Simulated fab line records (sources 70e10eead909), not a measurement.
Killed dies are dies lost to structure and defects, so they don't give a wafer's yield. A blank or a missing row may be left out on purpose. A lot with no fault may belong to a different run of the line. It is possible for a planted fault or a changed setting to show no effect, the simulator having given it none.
Chamber matching    flow nandHarc    NHARC_A_M0_STRIP_18 on rieDiel-11 has 4 sister chambers
The step strips in N2/H2. 4 wafers are shown with their chamber, then 8 later ones without.

WAFERS PAIRED WITH THEIR CHAMBERS
wafer   chamber  drypumpMotorCurrentA (A)
L622.2  1        5.6
L623.1  0        5.9
L623.6  2        6.3
L624.3  3        4.9

WAFERS WITHOUT THEIR CHAMBER
wafer   drypumpMotorCurrentA (A)
L624.5  6.3
L624.6  5.6
L627.1  6.0
L627.3  5.6
L627.5  5.9
L631.1  5.9
L631.3  5.6
L631.6  4.9

WHICH CHAMBER EACH ONE RAN IN
wafer   from the rows above  in truth
L624.5  2                    2
L624.6  1                    1
L627.1  0                    0
L627.3  1                    1
L627.5  0                    0
L631.1  0                    0
L631.3  1                    1
L631.6  3                    3
Correctly placed: 8 of 8. Not placeable from these rows: 0. Wrongly placed: 0.
How it was worked out, from the rows above alone: a wafer's distance from a chamber is the root of the sum, over the readings, of the square of ((its reading less the chamber's mean) divided by the reading's scatter). If the next closest chamber is less than 2 further off than the closest, the wafer can't be placed; otherwise it belongs to the closest. A chamber's mean is the mean of its shown wafers. The scatter: with one shown wafer a chamber, the root of the mean of the squares of how far each hidden wafer lies from its nearest shown one.
